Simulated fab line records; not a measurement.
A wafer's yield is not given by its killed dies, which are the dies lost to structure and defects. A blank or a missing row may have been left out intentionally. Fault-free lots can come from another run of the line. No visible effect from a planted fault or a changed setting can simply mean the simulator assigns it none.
Split-lot study :: flow n5 finfet :: 21 wafers read from 7 lots, route of 1938 steps

SPLIT DETAILS
At N5_BEOL_M3_ILD_DEP_00 (deposits SiOC from DEMS/O2, target thk 79 nm, time 15.3 s), the setting time s was moved away from the recipe's 15.3 s on 8 of the 21 wafers read, by -14.9% to +7.4%. The other wafers ran this setting at the recipe's value.

No step appears in the file between the split and the reading.

THE READING
M3_ILD_THK (nm), taken at N5_BEOL_M3_THK_MEAS_01. On this fab line, fault-free wafers typically give 78.5 nm with a standard deviation of 1.1 nm.

wafer: L078.1
tool, chamber at the split: pecvd-02, 2
time s as run, s: 15.3
against the recipe: recipe
M3_ILD_THK, nm: 77.2
against lot-mates on the recipe: -

wafer: L078.5
tool, chamber at the split: pecvd-02, 1
time s as run, s: 15.3
against the recipe: recipe
M3_ILD_THK, nm: 80.2
against lot-mates on the recipe: -

wafer: L078.6
tool, chamber at the split: pecvd-02, 2
time s as run, s: 15.3
against the recipe: recipe
M3_ILD_THK, nm: 78.5
against lot-mates on the recipe: -

wafer: L084.4
tool, chamber at the split: pecvd-04, 2
time s as run, s: 15.3
against the recipe: recipe
M3_ILD_THK, nm: 79.9
against lot-mates on the recipe: -

wafer: L084.5
tool, chamber at the split: pecvd-04, 0
time s as run, s: 15.3
against the recipe: recipe
M3_ILD_THK, nm: 79.1
against lot-mates on the recipe: -

wafer: L084.6
tool, chamber at the split: pecvd-04, 1
time s as run, s: 13.76
against the recipe: -10.1%
M3_ILD_THK, nm: 71.8
against lot-mates on the recipe: -7.7

wafer: L085.4
tool, chamber at the split: pecvd-02, 2
time s as run, s: 14.03
against the recipe: -8.3%
M3_ILD_THK, nm: 71.3
against lot-mates on the recipe: -6.8

wafer: L085.5
tool, chamber at the split: pecvd-02, 1
time s as run, s: 14.03
against the recipe: -8.3%
M3_ILD_THK, nm: 74.1
against lot-mates on the recipe: -4.0

wafer: L085.6
tool, chamber at the split: pecvd-02, 0
time s as run, s: 15.3
against the recipe: recipe
M3_ILD_THK, nm: 78.1
against lot-mates on the recipe: -

wafer: L087.3
tool, chamber at the split: pecvd-02, 2
time s as run, s: 15.3
against the recipe: recipe
M3_ILD_THK, nm: 77.4
against lot-mates on the recipe: -

wafer: L087.5
tool, chamber at the split: pecvd-02, 1
time s as run, s: 15.3
against the recipe: recipe
M3_ILD_THK, nm: 79.3
against lot-mates on the recipe: -

wafer: L087.6
tool, chamber at the split: pecvd-02, 0
time s as run, s: 15.3
against the recipe: recipe
M3_ILD_THK, nm: 78.0
against lot-mates on the recipe: -

wafer: L089.1
tool, chamber at the split: pecvd-02, 0
time s as run, s: 15.3
against the recipe: recipe
M3_ILD_THK, nm: 77.8
against lot-mates on the recipe: -

wafer: L089.2
tool, chamber at the split: pecvd-02, 1
time s as run, s: 15.3
against the recipe: recipe
M3_ILD_THK, nm: 77.6
against lot-mates on the recipe: -

wafer: L089.4
tool, chamber at the split: pecvd-02, 2
time s as run, s: 16.43
against the recipe: +7.4%
M3_ILD_THK, nm: 84.4
against lot-mates on the recipe: +6.7

wafer: L094.1
tool, chamber at the split: pecvd-01, 1
time s as run, s: 15.3
against the recipe: recipe
M3_ILD_THK, nm: 78.3
against lot-mates on the recipe: -

wafer: L094.4
tool, chamber at the split: pecvd-01, 1,0
time s as run, s: 13.02
against the recipe: -14.9%
M3_ILD_THK, nm: 68.2
against lot-mates on the recipe: -10.1

wafer: L094.5
tool, chamber at the split: pecvd-01, 1,0
time s as run, s: 13.02
against the recipe: -14.9%
M3_ILD_THK, nm: 68.3
against lot-mates on the recipe: -10.0

wafer: L097.1
tool, chamber at the split: pecvd-02, 0
time s as run, s: 14.12
against the recipe: -7.7%
M3_ILD_THK, nm: 72.9
against lot-mates on the recipe: -4.9

wafer: L097.2
tool, chamber at the split: pecvd-02, 2
time s as run, s: 15.3
against the recipe: recipe
M3_ILD_THK, nm: 77.8
against lot-mates on the recipe: -

wafer: L097.6
tool, chamber at the split: pecvd-02, 1
time s as run, s: 14.12
against the recipe: -7.7%
M3_ILD_THK, nm: 72.7
against lot-mates on the recipe: -5.1
Where a row lists several chambers, the file gives one row for several wafers and doesn't say which wafer went through which chamber.

THE FIT
A straight line over all 21 wafers: M3_ILD_THK changes by +0.699 nm for each +1% of time s; r = +0.98; the points scatter about the line by 0.91 nm.
The same after taking each lot's own level away (the mean of its wafers on the recipe; 21 wafers): +0.705 nm for each +1%; r = +0.98; scatter 0.85 nm.
That fit puts the effect of the largest move of time s on the reading at 11 nm.
The lots' own levels span 77.70 to 79.50 nm, that is 1.6 times the standard deviation above.
Consequently the slope shifts little with the lot-to-lot level, the two slopes agreeing.
Check: for one of the wafers moved furthest among these (-14.9%), held out of the fit, the line's prediction against its lot-mates is -10.4 nm. It came out at -10.1 nm against them.

THE OTHER SPLITS THESE WAFERS WENT THROUGH
Note: prior to the reading, these wafers also went through further splits. Each is held against what the fit with the lots' levels taken away leaves over:
other split on the same wafers: N5_BEOL_M2_COAT_62 spin rpm
wafers away from the commonest value: 6
r with M3_ILD_THK (lot level and that fit taken away): +0.08

THE WHOLE CHAIN: every reading that the file lists as answering this split, in the file's order
step: N5_BEOL_M3_ILD_DEP_00
what it does: deposits SiOC from DEMS/O2, target thk 79 nm, time 15.3 s
reading: SiOC_of_BEOL_M3_ILD_DEP_00.thk nm (the simulator's own value, which no gauge read)
change (the file's fit): +0.709 nm for each +1% of the setting
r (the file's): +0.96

step: N5_BEOL_M3_THK_MEAS_01
what it does: 
reading: M3_ILD_THK
change (the file's fit): +0.712 for each +1% of the setting
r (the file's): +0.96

THE FILE'S OWN FIT
M3_ILD_THK changes by +0.712 nm for each +1% of time s, r = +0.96.
